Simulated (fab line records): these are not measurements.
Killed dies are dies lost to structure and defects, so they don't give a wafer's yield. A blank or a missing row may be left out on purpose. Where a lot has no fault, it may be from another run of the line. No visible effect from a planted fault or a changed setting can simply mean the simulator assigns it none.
Comparing a struck lot with a sound one -- flow nand harc -- 13 out of 1302 route steps
Sound: wafers L267.1, L267.3, L267.5. Struck: wafers L277.1, L277.3, L277.5. The cause is given at the end.
Order at every step that has rows: each side's tool, ch and its chambers, its first start. Under that, the readings that differ: sound wafers -- struck wafers -- difference of the means -- sigmas: that difference in standard deviations of wafers without a fault.
alike: same words and numbers on both sides, and readings whose means sit less than 2 such deviations apart. not compared: any withheld reading, any reading some wafer has no value for, any bound like >300 that may hide the same value, and any number with overlapping values for which the record gives no deviation.
The two part at a step that has a row with sigmas, a row that says differs or no value, or rows on one side only. Non-overlapping numbers with no deviation appear without sigmas and do not part them. A reading that every wafer of one side lacks parts them only if that side has two wafers or more.

first, 1 step without rows for these wafers: NHARC_A_STAIRCASE_TRIM_191 (chemistry O2, time 211.2 s).
NHARC_A_STAIRCASE_ETCH_192: etches the open film in C4F8/O2, target depth 100 nm, time 40.5 s.
  sound on rie diel-12 ch 2,3; struck on rie diel-12 ch 0,2,3
  alike: chamber pressure mTorr, oes product au, rf vpp V
  not compared: rf hours counter h
then, 3 steps without rows for these wafers: NHARC_A_STAIRCASE_TRIM_193 (chemistry O2, time 211.2 s); NHARC_A_STAIRCASE_ETCH_194 (etches the open film in C4F8/O2, target depth 100 nm, time 40.5 s); NHARC_A_STAIRCASE_TRIM_196 (chemistry O2, time 211.2 s).
NHARC_A_STAIRCASE_ETCH_197: etches the open film in C4F8/O2, target depth 100 nm, time 40.5 s.
  sound on rie diel-12 ch 0,1; struck on rie diel-04 ch 2,3
reading,sound,struck,difference,sigmas
oes product au (a.u.),0.962 0.935 0.928,1.004 0.978 0.978,+0.045,+2
  alike: chamber pressure mTorr, rf vpp V
  not compared: rf hours counter h
NHARC_A_STAIRCASE_TRIM_198: chemistry O2, time 211.2 s.
  sound on rie diel-12 ch 0,2,3; struck on rie diel-04 ch 0,1,3
  alike: chamber pressure mTorr, drypump motor current A, oes product au, rf vpp V, showerhead plenum p Torr, throttle valve pct
  not compared: rf hours counter h
NHARC_A_STAIRCASE_ETCH_199: etches the open film in C4F8/O2, target depth 100 nm, time 40.5 s.
  sound on rie diel-12 ch 1,2; struck on rie diel-04 ch 0,2,3
  alike: chamber pressure mTorr, oes product au, rf vpp V
  not compared: rf hours counter h
then, 2 steps without rows for these wafers: NHARC_A_STAIRCASE_TRIM_200 (chemistry O2, time 211.2 s); NHARC_A_STAIRCASE_ETCH_201 (etches the open film in C4F8/O2, target depth 100 nm, time 40.5 s).
NHARC_A_STAIRCASE_TRIM_202: chemistry O2, time 211.2 s.
  sound on rie diel-12 ch 0,2,3; struck on rie diel-04 ch 0,1,3
  alike: chamber pressure mTorr, drypump motor current A, oes product au, rf vpp V, showerhead plenum p Torr, throttle valve pct
  not compared: rf hours counter h
NHARC_A_STAIRCASE_ETCH_203: etches the open film in C4F8/O2, target depth 100 nm, time 40.5 s.
  sound on rie diel-12 ch 0,3, day 19 05:15; struck on rie diel-04 ch 0,3, day 23 19:14
reading,sound,struck,difference,sigmas
oes product au (a.u.),0.939 0.930 0.940,1.180 1.191 1.195,+0.252,+17
  alike: chamber pressure mTorr, rf vpp V
  not compared: rf hours counter h
-- break in the record here, with 9 days between the starts of the struck wafers on either side (left off in module A_STAIRCASE, picked up again in module END, where the first step shown is number 1302 on the route) --
NHARC_END_SORT_01:
  only the struck wafers appear in the record here, on prober-01 ch 0 at day 32 17:19; the sound ones have no rows

== WHERE THEY PART ==
Earliest at NHARC_A_STAIRCASE_ETCH_197; latest, in this record, at NHARC_END_SORT_01.

WHY: the cause the simulator had injected
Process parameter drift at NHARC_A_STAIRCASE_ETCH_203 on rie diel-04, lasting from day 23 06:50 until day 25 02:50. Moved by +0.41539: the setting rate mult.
